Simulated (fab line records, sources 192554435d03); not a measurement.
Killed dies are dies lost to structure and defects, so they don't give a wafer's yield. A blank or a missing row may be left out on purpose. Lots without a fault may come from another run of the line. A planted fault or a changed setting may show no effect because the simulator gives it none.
fab line records | flow n5_finfet
record lots=6 wafers=17 last_day=18
route steps=1938 shown BEOL_M9@1448 PASSIVATION@1936
lots that met no fault: from a run of the same line without faults
start_h: hours from the record's first day to the start of the lot's first wafer shown | wait_h: hours since the lot's step before | " the same as in the row above | L1.1+2: a row that stands for several wafers | - no value, or no start given | * or withheld: withheld | < > ~ a bound
route shown NAME@n: a module of which the file shows steps, and the number in the route of the first | usual: mean/standard deviation of fault-free wafers | same: alike in all rows | chamber/n: place in a boat | sites: the reading at each site | _std_site: their standard deviation | _edge_site: outer sites' mean less inner sites' | radius_mm: how far each site lies from the wafer's centre | mask NAME#n: copy n | behind: the tool/chamber that last shaped the wafer | hold: why the lot was held/for how many hours/how that ended | device: the transistor (n, p or np) that didn't switch | end of line: the same wafers' tests at the end of the route | a step without rows: its recipe alone | killed: dies lost to structure and defects at the first sort, not the wafer's yield | map: a wafer's dies, x killed, . not, _ none there
set.NAME: the setting as run; set.NAME@STEP: as run at that earlier step | model.NAME: the simulator's own value behind a step, which no gauge read
lots at some steps of the route; a table a step, a row a wafer
services: from which hour (start_h, from the record's first day; less than 0 if before it) a tool's chamber was out of use, for how many hours, and why
## steps
# step N5_BEOL_M9_STRIP_80
# recipe chemistry=N2/H2 time_s=10 power_w=450 temp_c=40 pressure_mtorr=20 rf_frequency_hz=6e+07 bias_power_w=7 n2_flow_sccm=200 h2_flow_sccm=200
# usual chamber_pressure_mTorr=20.001/0.018 drypump_motor_current_A=5.7/0.42 oes_product_au=0.81/0.098 rf_vpp_V=58.9/0.85 showerhead_plenum_p_Torr=2.49/0.097 throttle_valve_pct=23.45/0.28
# columns lot.wafer tool chamber start_h wait_h chamber_pressure_mTorr drypump_motor_current_A oes_product_au rf_hours_counter_h rf_vpp_V showerhead_plenum_p_Torr throttle_valve_pct
L130.4 rie_diel-04 1 - - 20.011 5.6 0.75 151 59.3 2.33 23.32
L130.5 " 1 " " 20.002 5.7 0.76 - 59.6 2.33 23.30
L130.6 " 0 " " 20.004 5.8 0.68 - 57.9 2.50 24.05
L132.1 rie_diel-04 2 - - 20.018 6.2 0.86 64 59.8 2.57 23.20
L132.2 " 3 " " 19.970 5.2 0.68 220 58.7 2.41 23.31
L132.4 " 1 " " 20.004 5.7 0.75 - 59.8 2.32 23.32
L134.1 rie_diel-04 3 - - 20.002 5.2 0.68 224 58.8 2.41 23.30
L134.2 " 2 " " 20.001 6.2 0.86 68 60.4 2.57 23.20
L134.6 " 1 " " 19.978 5.7 0.75 - 57.2 2.32 23.32
L137.2 rie_diel-01 3 - - 20.017 5.6 0.74 182 57.9 2.64 23.66
L137.4 " 0 " " 20.015 5.0 0.88 32 57.4 2.50 23.36
L137.6 " 3 " " 19.989 5.6 0.73 - 60.1 2.64 23.65
L147.2 rie_diel-04 0 - - 20.025 5.8 0.91 19 59.1 2.49 23.80
L147.6 " 2 " " 19.987 6.2 0.82 - 58.7 2.56 23.24
L150.1 rie_diel-04 0 - - 20.012 5.8 0.90 27 58.6 2.48 23.81
L150.4 " 2 " " 19.983 6.2 0.82 - 58.5 2.55 23.25
L150.6 " 1 " " 19.999 5.7 0.72 - 58.1 2.31 23.38
# step N5_BEOL_M9_OCD_MEAS_38
# usual trench_depth_nm=152.0/2.9
# columns lot.wafer tool chamber start_h wait_h trench_depth_nm
L130.4 ocd-01 - 220.81 - 151.2
L130.5 " - " " 150.8
L130.6 " - " " 150.0
L132.1 ocd-02 - 234.12 - 150.8
L132.2 " - " " 148.9
L132.4 " - " " 149.1
L134.1 ocd-01 - 246.08 - 150.4
L134.2 " - " " 149.9
L134.6 " - " " 150.1
L137.2 ocd-02 - 268.10 - 150.3
L137.4 " - " " 148.7
L137.6 " - " " 151.4
L147.2 ocd-02 - 331.22 - 156.3
L147.6 " - " " 148.8
L150.1 ocd-02 - 351.45 - 157.3
L150.4 " - " " 150.9
L150.6 " - " " 150.1
# step N5_BEOL_M9_HM_STRIP_39
# recipe chemistry=peroxide_tin_strip material=TiN target_depth_a=250 temp_c=50 time_s=158
# step N5_BEOL_M9_SRD_40
# recipe time_s=30 temp_c=23 rinse_liquid=diw dry=ipa_marangoni
# step N5_BEOL_M9_PRECLEAN_42
# recipe chemistry=residue_remover time_s=60 temp_c=40
# step N5_BEOL_M9_SRD_43
# recipe time_s=30 temp_c=23 rinse_liquid=diw dry=ipa_marangoni
# step N5_BEOL_M9_CD_MEAS_35
# recipe target_cd_nm=70 target_cd_y_nm=40 polarity=opening
# usual cd_nm=70.0/0.69
# columns lot.wafer tool chamber start_h wait_h cd_nm
L130.4 cd_sem-03 - 220.96 0.0 69.3
L130.5 " - " " 69.2
L130.6 " - " " 69.6
L132.1 cd_sem-02 - 234.27 0.0 70.2
L132.2 " - " " 70.8
L132.4 " - " " 69.2
L134.1 cd_sem-01 - 246.23 0.0 71.1
L134.2 " - " " 68.7
L134.6 " - " " 69.9
L137.2 cd_sem-01 - 268.25 0.0 70.0
L137.4 " - " " 69.8
L137.6 " - " " 69.7
L147.2 cd_sem-01 - 331.37 0.0 69.1
L147.6 " - " " 70.7
L150.1 cd_sem-01 - 351.60 0.0 70.3
L150.4 " - " " 70.8
L150.6 " - " " 70.4
# step N5_BEOL_M9_CURE_72
# recipe temp_c=370 time_s=120 ambient=DMADMS/He material=SiCOH_lowk
# step N5_BEOL_M9_DEGAS_44
# recipe ambient=vacuum temp_c=250 time_s=60
# step N5_BEOL_M9_PRE_CLEAN_45
# recipe gas=H2/He time_s=30 temp_c=250
# usual heater_power_w=347/16
# columns lot.wafer tool chamber start_h wait_h heater_power_w
L130.4 pvd_sputter-02 - 221.38 0.0 354
L130.5 " - " " 337
L130.6 " - " " 356
L132.1 pvd_sputter-03 - 235.49 0.0 390
L132.2 " - " " 337
L132.4 " - " " 344
L134.1 pvd_sputter-03 - 246.91 0.0 336
L134.2 " - " " 357
L134.6 " - " " 324
L137.2 pvd_sputter-02 - 268.76 0.0 361
L137.4 " - " " 334
L137.6 " - " " 349
L147.2 pvd_sputter-03 - 332.01 0.0 346
L147.6 " - " " 331
L150.1 pvd_sputter-03 - 352.08 0.0 377
L150.4 " - " " 323
L150.6 " - " " 345
# step N5_BEOL_M9_ALD_74
# recipe material=TaN target_thk_a=20 temp_c=275 ald_precursor_family=PDMAT ald_co_reactant=NH3 pressure_torr=3 carrier_flow_sccm=1500 pulse_time_s=2 purge_time_s=3 co_reactant_purge_time_s=2 co_reactant_pulse_time_s=3 ald_cycles=40 precursor_vessel_temp_c=75 precursor_vessel_pressure_torr=26.25 precursor_vessel_carrier_sccm=1000
# usual heater_power_w=423/60 precursor_vessel_temp_c=74.99/0.13
# same co_reactant_purge_time_s=2
# columns lot.wafer tool chamber start_h wait_h heater_power_w precursor_vessel_temp_c
L130.4 ald_metal-04 1 221.44 0.0 378 75.10
L130.5 " 3 " " 377 75.10
L130.6 " 0 " " 498 75.27
L132.1 ald_metal-01 1 235.55 0.0 532 75.06
L132.2 " 3 " " 454 74.98
L132.4 " 0 " " 331 74.99
L134.1 ald_metal-01 2 246.97 0.0 424 75.18
L134.2 " 1 " " 533 74.75
L134.6 " 3 " " 456 75.03
L137.2 ald_metal-04 1 268.83 0.0 382 74.85
L137.4 " 2 " " 432 75.00
L137.6 " 2 " " 422 74.83
L147.2 ald_metal-01 0 332.09 0.1 335 74.87
L147.6 " 0 " " 327 74.93
L150.1 ald_metal-04 2 352.16 0.1 408 74.81
L150.4 " 0 " " 480 75.00
L150.6 " 3 " " 355 75.21
# step N5_BEOL_M9_SURFACE_TREAT_79
# recipe gas=Ar time_s=* ion_energy_ev=* ion_current_ma_cm2=0.5 pressure_mtorr=* ar_flow_sccm=30
# usual throttle_valve_pct=*
# columns lot.wafer tool chamber start_h wait_h throttle_valve_pct
L130.4 pvd_sputter-03 - 221.72 0.2 *
L130.5 " - " " *
L130.6 " - " " *
L132.1 pvd_sputter-01 - 235.89 0.2 *
L132.2 " - " " *
L132.4 " - " " *
L134.1 pvd_sputter-01 - 247.39 0.3 *
L134.2 " - " " *
L134.6 " - " " *
L137.2 pvd_sputter-02 - 269.16 0.2 *
L137.4 " - " " *
L137.6 " - " " *
L147.2 pvd_sputter-03 - 332.41 0.2 *
L147.6 " - " " *
L150.1 pvd_sputter-03 - 352.48 0.2 *
L150.4 " - " " *
L150.6 " - " " *
# step N5_BEOL_M9_CVD_78
# recipe material=Co target_thk_a=20 temp_c=withheld precursor=CCTBA/H2 pressure_torr=30 time_s=138.9
# usual run_length_s=161.9/0.42
# columns lot.wafer tool chamber start_h wait_h run_length_s
L130.4 cvd_co-02 2 221.86 0.1 162.3
L130.5 " 0 " " 162.0
L130.6 " 1 " " 163.2
L132.1 cvd_co-02 0 236.01 0.1 161.7
L132.2 " 2 " " 162.3
L132.4 " 0 " " 162.0
L134.1 cvd_co-01 1 247.45 0.0 162.0
L134.2 " 2 " " 161.3
L134.6 " 1 " " 161.3
L137.2 cvd_co-02 0 269.38 0.2 162.0
L137.4 " 2 " " 162.0
L137.6 " 0 " " 162.3
L147.2 cvd_co-02 0 332.49 0.1 161.8
L147.6 " 1 " " 99.0
L150.1 cvd_co-02 0 352.54 0.0 162.0
L150.4 " 2 " " 162.1
L150.6 " 2 " " 98.7
# step N5_BEOL_M9_SPUTTER_48
# recipe material=Cu target_thk_a=120 temp_c=-20 bias_v=60 power_w=26000 chamber_pressure_pa=0.13 time_s=2
# usual throttle_valve_pct=30.0/1.2
# columns lot.wafer tool chamber start_h wait_h throttle_valve_pct
L130.4 pvd_sputter-03 - 221.92 0.0 30.8
L130.5 " - " " 31.0
L130.6 " - " " 28.7
L132.1 pvd_sputter-03 - 236.19 0.1 28.3
L132.2 " - " " 29.9
L132.4 " - " " 30.7
L134.1 pvd_sputter-01 - 249.27 1.8 29.4
L134.2 " - " " 32.7
L134.6 " - " " 29.7
L137.2 pvd_sputter-03 - 269.65 0.2 31.1
L137.4 " - " " 29.9
L137.6 " - " " 28.3
L147.2 pvd_sputter-01 - 332.68 0.1 30.6
L147.6 " - " " 32.8
L150.1 pvd_sputter-01 - 352.76 0.2 32.3
L150.4 " - " " 30.8
L150.6 " - " " 29.9
# step N5_PASSIVATION_PROBE_49
# usual defect_limited_yield=91.2/1.6 killed_at_M0_to_M3=34/11 killed_at_M4_up=14/5.7 killed_at_contacts=14/6.6 killed_at_front_end=37/10 killed_at_other=4/3.2 killed_dies=104/19 killed_open=69/13 killed_short=33/8.7 sort_bin_4_leakage=0.00/0.014 sort_bin_5_function=5.1/1 sort_bin_6_memory=3.3/0.76 sort_bin_8_speed=0.00/0.016 sort_n_pass=1076/19 sort_yield_pct=91.2/1.6
# same gross_dies=1180 killed_at_back_side=0
# columns lot.wafer tool chamber start_h wait_h defect_limited_yield[%] killed_at_M0_to_M3 killed_at_M4_up killed_at_contacts killed_at_front_end killed_at_other killed_dies killed_open killed_short sort_bin_4_leakage[%] sort_bin_5_function[%] sort_bin_6_memory[%] sort_bin_8_speed[%] sort_n_pass sort_yield_pct[%]
L130.4 prober-02 - 275.91 0.2 93.0 17 18 14 25 9 83 48 30 0 4.0 2.6 0 1097 93.0
L130.5 prober-02 - 275.96 0.2 91.7 32 22 5 37 2 98 70 26 0 5.0 3.1 0 1082 91.7
L130.6 prober-02 - 276.01 0.3 93.1 13 9 7 50 3 82 53 25 0 4.1 2.5 0 1098 93.1
L132.1 prober-01 - 284.58 0.0 88.2 52 32 13 36 6 139 95 43 0 6.4 5.3 0 1041 88.2
L132.2 prober-01 - 284.63 0.1 88.7 67 13 14 33 6 133 86 47 0 6.6 4.2 0 1047 88.7
L132.4 prober-01 - 284.73 0.2 89.7 57 12 6 42 4 121 71 50 0 6.1 3.9 0 1059 89.7
L134.1 prober-02 - 305.00 0.0 92.1 30 12 17 32 2 93 68 25 0 5.1 2.6 0 1087 92.1
L134.2 prober-02 - 305.05 0.1 90.4 37 12 21 38 5 113 70 40 0 5.4 3.7 0 1067 90.4
L134.6 prober-02 - 305.25 0.3 92.3 35 18 11 26 1 91 58 33 0 4.4 2.8 0 1089 92.3
L147.2 prober-02 - 390.75 0.1 92.3 16 19 17 34 5 91 65 25 0 4.0 3.6 0 1089 92.3
L147.6 prober-02 - 390.95 0.3 93.0 20 19 11 33 0 83 56 27 0 5.1 1.5 0 1097 93.0
# killed by level:class
L130.4 MOL_CONTACT_COAG:geometric_particle:open=10 STI_FIN_REVEAL:geometric_particle:open=6 BEOL_M0_SAQP:geometric_particle:short=5 BEOL_M4:geometric_particle:open=5 GATE_CUT:geometric_particle:short=4 MOL_CONTACT_COAG:geometric_particle:short=4 MIM_BOT:geometric_particle:short=4 BEOL_M1:geometric_particle:open=3
L130.5 STI_FIN_REVEAL:geometric_particle:open=16 BEOL_M0_SAQP:geometric_particle:short=8 BEOL_M4:geometric_particle:open=7 FIN_SAQP:geometric_particle:open=6 BEOL_M1:geometric_particle:open=6 BEOL_M0_SAQP:geometric_particle:open=5 BEOL_M5:geometric_particle:open=5 MOL_CONTACT_COAG:geometric_particle:open=4
L130.6 STI_FIN_REVEAL:geometric_particle:open=14 FIN_SAQP:geometric_particle:short=8 FIN_SAQP:geometric_particle:open=6 MOL_CONTACT_COAG:geometric_particle:open=6 DUMMY_GATE:geometric_particle:open=5 BEOL_M4:geometric_particle:open=5 STI_FIN_REVEAL:geometric_particle:short=3 DUMMY_GATE:geometric_particle:short=3
L132.1 BEOL_M4:geometric_particle:open=19 BEOL_M3:geometric_particle:open=13 BEOL_M0_SAQP:geometric_particle:short=10 BEOL_M0_SAQP:geometric_particle:open=9 MOL_CONTACT_COAG:geometric_particle:open=8 GATE_CUT:geometric_particle:short=7 FIN_SAQP:geometric_particle:open=5 FIN_SAQP:geometric_particle:short=5
L132.2 BEOL_M0_SAQP:geometric_particle:open=14 BEOL_M2:geometric_particle:open=14 MOL_CONTACT_COAG:geometric_particle:open=11 BEOL_M1:geometric_particle:open=11 BEOL_M0_SAQP:geometric_particle:short=10 GATE_CUT:geometric_particle:short=7 BEOL_M2:geometric_particle:short=7 FIN_SAQP:geometric_particle:short=6
L132.4 BEOL_M0_SAQP:geometric_particle:short=18 BEOL_M0_SAQP:geometric_particle:open=17 FIN_SAQP:geometric_particle:open=11 FIN_SAQP:geometric_particle:short=7 BEOL_M1:geometric_particle:open=7 MOL_CONTACT_COAG:geometric_particle:open=6 ILD0:geometric_particle:short=5 BEOL_M0:geometric_particle:open=5
L134.1 MOL_CONTACT_COAG:geometric_particle:open=13 BEOL_M1:geometric_particle:open=10 STI_FIN_REVEAL:geometric_particle:open=7 BEOL_M2:geometric_particle:open=6 GATE_CUT:geometric_particle:short=5 BEOL_M0_SAQP:geometric_particle:open=5 BEOL_M4:geometric_particle:open=5 GATE_CUT:geometric_particle:open=4
L134.2 MOL_CONTACT_COAG:geometric_particle:open=12 BEOL_M0_SAQP:geometric_particle:short=10 BEOL_M0_SAQP:geometric_particle:open=10 STI_FIN_REVEAL:geometric_particle:open=9 MOL_CONTACT_COAG:geometric_particle:short=9 BEOL_M2:geometric_particle:open=9 BEOL_M4:geometric_particle:open=8 GATE_CUT:geometric_particle:short=6
L134.6 MOL_CONTACT_COAG:geometric_particle:open=8 BEOL_M0_SAQP:geometric_particle:open=8 BEOL_M3:geometric_particle:open=7 FIN_SAQP:geometric_particle:short=6 BEOL_M1:geometric_particle:open=6 GATE_CUT:geometric_particle:short=5 BEOL_M0_SAQP:geometric_particle:short=5 BEOL_M5:geometric_particle:open=5
L147.2 MOL_CONTACT_COAG:geometric_particle:open=14 BEOL_M4:geometric_particle:open=14 STI_FIN_REVEAL:geometric_particle:open=10 BEOL_M2:geometric_particle:open=5 FIN_SAQP:geometric_particle:short=4 FIN_SAQP:geometric_particle:open=4 STI_FIN_REVEAL:geometric_particle:short=4 DUMMY_GATE:geometric_particle:open=3
L147.6 FIN_SAQP:geometric_particle:open=11 BEOL_M4:geometric_particle:open=9 MOL_CONTACT_COAG:geometric_particle:open=8 BEOL_M1:geometric_particle:open=6 FIN_SAQP:geometric_particle:short=5 BEOL_M1:geometric_particle:short=5 STI_FIN_REVEAL:geometric_particle:open=3 GATE_CUT:geometric_particle:short=3
## services
# columns tool chamber start_h hours kind
rie_diel-04 3 198.65 1.7 repair
cvd_co-01 0 203.85 11.4 repair
ald_metal-01 0 213.13 14.7 repair
rie_diel-01 1 218.33 2.2 repair
rie_diel-04 0 235.68 - clean
rie_diel-04 0 235.68 - consumable_replace:focus_ring
rie_diel-04 0 235.68 26.3 scheduled_down
rie_diel-04 0 235.68 26.3 vent_cycle
rie_diel-04 - 237.68 2.8 pm
rie_diel-01 0 254.85 1.3 repair
ald_metal-01 - 256.01 8.7 pm
cvd_co-02 1 263.33 22.5 repair
rie_diel-01 0 269.55 3.6 repair
rie_diel-04 - 288.48 2.1 repair
ald_metal-04 0 289.13 2.9 repair
cvd_co-01 - 300.43 2.8 pm
ald_metal-04 - 304.81 8.7 pm
rie_diel-01 1 305.80 8.6 repair
pvd_sputter-03 - 309.90 0.8 repair
cvd_co-02 - 335.06 14.6 pm
pvd_sputter-01 - 335.20 1.6 repair
ald_metal-04 - 337.48 14.0 pm
cvd_co-01 0 344.64 4.3 repair
cvd_co-01 2 346.00 3.3 repair
## key
first_sign step=N5_BEOL_M9_CVD_78 reading=run_length_s direction=down sigmas=99+ usual=* struck=*
effect none on later readings
met_at N5_BEOL_M9_CVD_78
struck_wafers L147.6,L150.6
onset_between 269.38 332.49
fault kind=process_parameter_drift tool=cvd_co-02 chamber=- onset_h=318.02 steps=N5_BEOL_M9_CVD_78 channel=time_s offset=* shape=step end_h=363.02 scope=struck_wafers_only acts_in=* stated=*
